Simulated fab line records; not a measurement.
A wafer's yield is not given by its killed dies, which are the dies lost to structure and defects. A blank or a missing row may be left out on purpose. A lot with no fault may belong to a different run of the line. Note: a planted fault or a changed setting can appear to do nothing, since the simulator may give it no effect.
Check for tools in common -- flow nandHarc -- 42 wafers sampled across 11 lots

## REASON FOR OPENING
Flagged at NHARC_A_BONDPAD_CD_MEAS_09: reading cdNm, on 3 of 11 lots. Wafers without a fault read 499.8 nm, standard deviation 1.3.
Rule: a lot is flagged in two cases, either no wafer of it has a number, or all its wafers with numbers fall more than 4 standard deviations from that mean. The other lots count as sound.

lot,measured,on,"cdNm (nm), wafer by wafer",flag
L434,day 18 08:58,cdSem-03,499.8 499.4 498.7,
L435,day 18 10:02,cdSem-01,498.2 498.6 499.8,
L438,day 18 21:29,cdSem-03,500.4 500.6 500.4,
L441,day 19 12:35,cdSem-01,499.3 500.5 500.0,
L442,day 20 09:35,cdSem-01,489.4 487.7 488.7 490.0 488.0 488.8,FLAGGED
L444,day 20 13:51,cdSem-01,491.1 491.7 491.8 490.7 491.3 491.9,FLAGGED
L448,day 21 05:01,cdSem-03,491.8 489.9 491.0 492.1 490.4 491.3,FLAGGED
L452,day 22 14:44,cdSem-03,501.2 501.3 499.4,
L453,day 23 02:41,cdSem-03,500.0 499.1 500.7,
L456,day 23 03:50,cdSem-02,498.8 497.8 500.6,
L457,day 23 12:20,cdSem-01,497.9 499.0 499.3,
The mean of the flagged lots' numbers is 490.4 nm, -9.4 nm from the usual (-7 standard deviations).

## TOOL THAT RAN EACH LOT
3 process steps preceding the reading are held in the record, out of 1159 steps in the route. Every cell lists first the tool, next ch and the chambers used by the sampled wafers, and last the start.
lot,flag,NHARC_A_M1_ETCH_28,NHARC_A_M1_PVD_20,NHARC_A_BONDPAD_EXPOSE_06
L434,,"rieDiel-02 ch 0,1,2, day 18 08:49 or earlier","pvdSputter-03, day 18 08:49 or earlier","krfScanner-03 ch 0, day 18 08:49"
L435,,"rieDiel-02 ch 2,3, day 18 09:52 or earlier","pvdSputter-01, day 18 09:52 or earlier","krfScanner-02 ch 0, day 18 09:52"
L438,,"rieDiel-10 ch 0,2,3, day 18 21:20 or earlier","pvdSputter-03, day 18 21:20 or earlier","krfScanner-03 ch 0, day 18 21:20"
L441,,"rieDiel-10 ch 1,2, day 19 12:26 or earlier","pvdSputter-02, day 19 12:26 or earlier","krfScanner-04 ch 0, day 19 12:26"
L442,FLAGGED,"rieDiel-02 ch 1,2,3, day 20 09:27 or earlier","pvdSputter-02, day 20 09:27 or earlier","krfScanner-03 ch 0, day 20 09:27"
L444,FLAGGED,"rieDiel-10 ch 0,1, day 20 13:42 or earlier","pvdSputter-01, day 20 13:42 or earlier","krfScanner-03 ch 0, day 20 13:42"
L448,FLAGGED,"rieDiel-02 ch 0,2,3, day 21 04:52 or earlier","pvdSputter-03, day 21 04:52 or earlier","krfScanner-03 ch 0, day 21 04:52"
L452,,"rieDiel-10 ch 0,1,3, day 22 14:35 or earlier","pvdSputter-03, day 22 14:35 or earlier","krfScanner-02 ch 0, day 22 14:35"
L453,,"rieDiel-10 ch 0,1,2, day 23 02:32 or earlier","pvdSputter-01, day 23 02:32 or earlier","krfScanner-04 ch 0, day 23 02:32"
L456,,"rieDiel-02 ch 1,3, day 23 03:41 or earlier","pvdSputter-01, day 23 03:41 or earlier","krfScanner-04 ch 0, day 23 03:41"
L457,,"rieDiel-05 ch 0,1,3, day 23 12:11 or earlier","pvdSputter-02, day 23 12:11 or earlier","krfScanner-04 ch 0, day 23 12:11"
What is done by these steps:
- NHARC_A_M1_ETCH_28: etches the open film in CF4/N2, target depth 30 nm, time 72.99 s.
- NHARC_A_M1_PVD_20: deposits TaN, target thk 5 nm, time 8.06 s.
- NHARC_A_BONDPAD_EXPOSE_06: exposes mask A BPAD.
- NHARC_A_BONDPAD_CD_MEAS_09: target cd 500 nm.

## FLAGGED OVER TOTAL, TOOL BY TOOL (the gauges that took the reading come last)
step,tool,lots run,flagged,share of the flagged lots,sound lots run after its first flagged lot
NHARC_A_M1_ETCH_28,rieDiel-02,5,2,some,1 (L456)
NHARC_A_M1_ETCH_28,rieDiel-05,1,0,none,-
NHARC_A_M1_ETCH_28,rieDiel-10,5,1,some,"2 (L452,L453)"
NHARC_A_M1_PVD_20,pvdSputter-01,4,1,some,"2 (L453,L456)"
NHARC_A_M1_PVD_20,pvdSputter-02,3,1,some,1 (L457)
NHARC_A_M1_PVD_20,pvdSputter-03,4,1,some,1 (L452)
NHARC_A_BONDPAD_EXPOSE_06,krfScanner-02,2,0,none,-
NHARC_A_BONDPAD_EXPOSE_06,krfScanner-03,5,3,all,0
NHARC_A_BONDPAD_EXPOSE_06,krfScanner-04,4,0,none,-
NHARC_A_BONDPAD_CD_MEAS_09,cdSem-01,5,2,some,1 (L457)
NHARC_A_BONDPAD_CD_MEAS_09,cdSem-02,1,0,none,-
NHARC_A_BONDPAD_CD_MEAS_09,cdSem-03,5,1,some,"2 (L452,L453)"
With no start given for some of its lots, NHARC_A_M1_ETCH_28 uses the hours and lot order of NHARC_A_BONDPAD_EXPOSE_06. With no start given for some of its lots, NHARC_A_M1_PVD_20 uses the hours and lot order of NHARC_A_BONDPAD_EXPOSE_06.

## WHAT IS ALLOWED BY THE TABLE
All flagged lots share 1 row of the table, namely krfScanner-03 at NHARC_A_BONDPAD_EXPOSE_06.
- krfScanner-03 at NHARC_A_BONDPAD_EXPOSE_06 ran 5 lots, 3 of them flagged. A fault beginning between L438 (day 18 21:20), its last sound lot, and L442 (day 20 09:27), its first flagged one, fits the data. Its own readings (exposureDoseMJCm2) fall more than 4 standard deviations out on all wafers of the flagged lots.
Just one tool remains: krfScanner-03 at NHARC_A_BONDPAD_EXPOSE_06.

## WHAT HAD BEEN PUT IN BY THE SIMULATOR
Process parameter drift: krfScanner-03, from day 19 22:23 on, at NHARC_A_BONDPAD_EXPOSE_06. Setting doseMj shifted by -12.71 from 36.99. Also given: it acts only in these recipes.
Lots struck among those shown: L442, L444, L448. The rule given above showed the same thing.
